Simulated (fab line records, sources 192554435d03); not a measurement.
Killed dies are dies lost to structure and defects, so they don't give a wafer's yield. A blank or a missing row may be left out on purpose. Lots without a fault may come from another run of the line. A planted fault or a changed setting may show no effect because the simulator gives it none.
Split-lot experiment | flow n5_finfet | 7 lots, 21 wafers read, on a route of 1938 steps

THE SPLIT
At N5_BEOL_M6_HM_DEP_02 (deposits TiN, target thk 20 nm), the setting target_thk_a was moved away from the recipe's 200 angstrom on 10 of the 21 wafers read, by -11.1% to +11.5%. The other wafers ran this setting at the recipe's value.

FROM THE SPLIT TO THE READING: what the file shows between them, 8 steps
- N5_BEOL_M6_COAT_59: time 60 s, resist thk 100 nm
- N5_BEOL_M6_COAT_60: time 60 s, resist thk 35 nm
- N5_BEOL_M6_STRIP_68: strips in N2/H2
- N5_BEOL_M6_STRIP_67: strips in CF4
- N5_BEOL_M6_HM_OPEN_17: chemistry Cl2/BCl3, target TiN, target depth 20 nm, overetch 6 nm
- N5_BEOL_M6_STRIP_19: strips in O2
- N5_BEOL_M6_STRIP_76: strips in C4F6/O2
- N5_BEOL_M6_STRIP_36: strips in N2/H2

THE READING
TiN_of_BEOL_M6_HM_DEP_02.thk_nm (the simulator's own value, which no gauge read), in nm, at N5_BEOL_M6_TRENCH_ETCH_37 (etches SiCOH lowk in C4F6/O2, target depth 94.435 nm, time 31.5 s). The file gives no usual value for it. The 11 wafers here that ran the recipe average 17.3 nm, standard deviation 0.26 nm.

wafer  | tool, chamber at the split | target_thk_a as run, angstrom | against the recipe | TiN_of_BEOL_M6_HM_DEP_02.thk_nm, nm | against lot-mates on the recipe
L076.2 | pvd_sputter-03, -          | 185.2                         | -7.4%              | 15.8                                | -1.0
L076.5 | pvd_sputter-03, -          | 185.2                         | -7.4%              | 15.8                                | -1.0
L076.6 | pvd_sputter-03, -          | 200                           | recipe             | 16.8                                | -
L077.1 | pvd_sputter-02, -          | 183                           | -8.5%              | 16.2                                | -1.6
L077.3 | pvd_sputter-02, -          | 183                           | -8.5%              | 15.6                                | -2.2
L077.5 | pvd_sputter-02, -          | 200                           | recipe             | 17.8                                | -
L083.3 | pvd_sputter-03, -          | 200                           | recipe             | 17.2                                | -
L083.5 | pvd_sputter-03, -          | 223                           | +11.5%             | 19.2                                | +1.9
L083.6 | pvd_sputter-03, -          | 200                           | recipe             | 17.4                                | -
L084.2 | pvd_sputter-01, -          | 207.6                         | +3.8%              | 17.8                                | +0.6
L084.5 | pvd_sputter-01, -          | 207.6                         | +3.8%              | 17.8                                | +0.6
L084.6 | pvd_sputter-01, -          | 200                           | recipe             | 17.2                                | -
L088.4 | pvd_sputter-02, -          | 200                           | recipe             | 17.4                                | -
L088.5 | pvd_sputter-02, -          | 200                           | recipe             | 17                                  | -
L088.6 | pvd_sputter-02, -          | 219.7                         | +9.9%              | 19.4                                | +2.2
L095.2 | pvd_sputter-02, -          | 177.8                         | -11.1%             | 14.8                                | -2.2
L095.5 | pvd_sputter-02, -          | 177.8                         | -11.1%             | 15.4                                | -1.6
L095.6 | pvd_sputter-02, -          | 200                           | recipe             | 17                                  | -
L097.3 | pvd_sputter-03, -          | 200                           | recipe             | 17.4                                | -
L097.4 | pvd_sputter-03, -          | 200                           | recipe             | 17.4                                | -
L097.5 | pvd_sputter-03, -          | 200                           | recipe             | 17.2                                | -

THE FIT
A straight line over all 21 wafers: TiN_of_BEOL_M6_HM_DEP_02.thk_nm changes by +0.184 nm for each +1% of target_thk_a; r = +0.97; the points scatter about the line by 0.27 nm.
The same after taking each lot's own level away (the mean of its wafers on the recipe; 21 wafers): +0.181 nm for each +1%; r = +0.98; scatter 0.25 nm.
On that fit, the largest move of target_thk_a shifts the reading by 2.1 nm.
The lots' own levels span 16.80 to 17.80 nm, that is 3.9 times the standard deviation above.
So the lot-to-lot level changes the slope little: the two slopes agree.
Check: with one of the wafers moved furthest among these (+11.5%) left out of the fit, the line predicts +2.17 nm for it against its lot-mates. It came out at +1.9 nm against them.

OTHER SPLITS ON THESE WAFERS
These wafers also went through other splits before the reading. Each is held against what the fit with the lots' levels taken away leaves over:
other split on the same wafers            | wafers away from the commonest value | r with TiN_of_BEOL_M6_HM_DEP_02.thk_nm (lot level and that fit taken away)
N5_BEOL_M0_TRENCH_ETCH_107 target_depth_a | 7                                    | +0.04
N5_BEOL_M1_ETCH_64 source_w               | 5                                    | +0.35
N5_BEOL_M2_ILD_DEP_00 time_s              | 6                                    | -0.22
N5_BEOL_M2_COAT_62 spin_rpm               | 7                                    | -0.54
N5_BEOL_M3_DESCUM_33 time_s               | 9                                    | +0.47
N5_BEOL_M5_COAT_71 spin_rpm               | 8                                    | +0.08

THE WHOLE CHAIN: every reading that the file lists as answering this split, in the file's order
step                      | what it does                                                      | reading                                                                          | change (the file's fit)               | r (the file's)
N5_BEOL_M6_HM_DEP_02      | deposits TiN, target thk 20 nm                                    | TiN_of_BEOL_M6_HM_DEP_02.thk_nm (the simulator's own value, which no gauge read) | +0.189 nm for each +1% of the setting | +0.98
N5_BEOL_M6_HM_OPEN_17     | chemistry Cl2/BCl3, target TiN, target depth 20 nm, overetch 6 nm | etch.depth_nm (the simulator's own value, which no gauge read)                   | +0.188 nm for each +1% of the setting | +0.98
N5_BEOL_M6_TRENCH_ETCH_37 | etches SiCOH lowk in C4F6/O2, target depth 94.435 nm, time 31.5 s | TiN_of_BEOL_M6_HM_DEP_02.thk_nm (the simulator's own value, which no gauge read) | +0.183 nm for each +1% of the setting | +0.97

THE FILE'S OWN FIT
TiN_of_BEOL_M6_HM_DEP_02.thk_nm changes by +0.183 nm for each +1% of target_thk_a, r = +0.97.
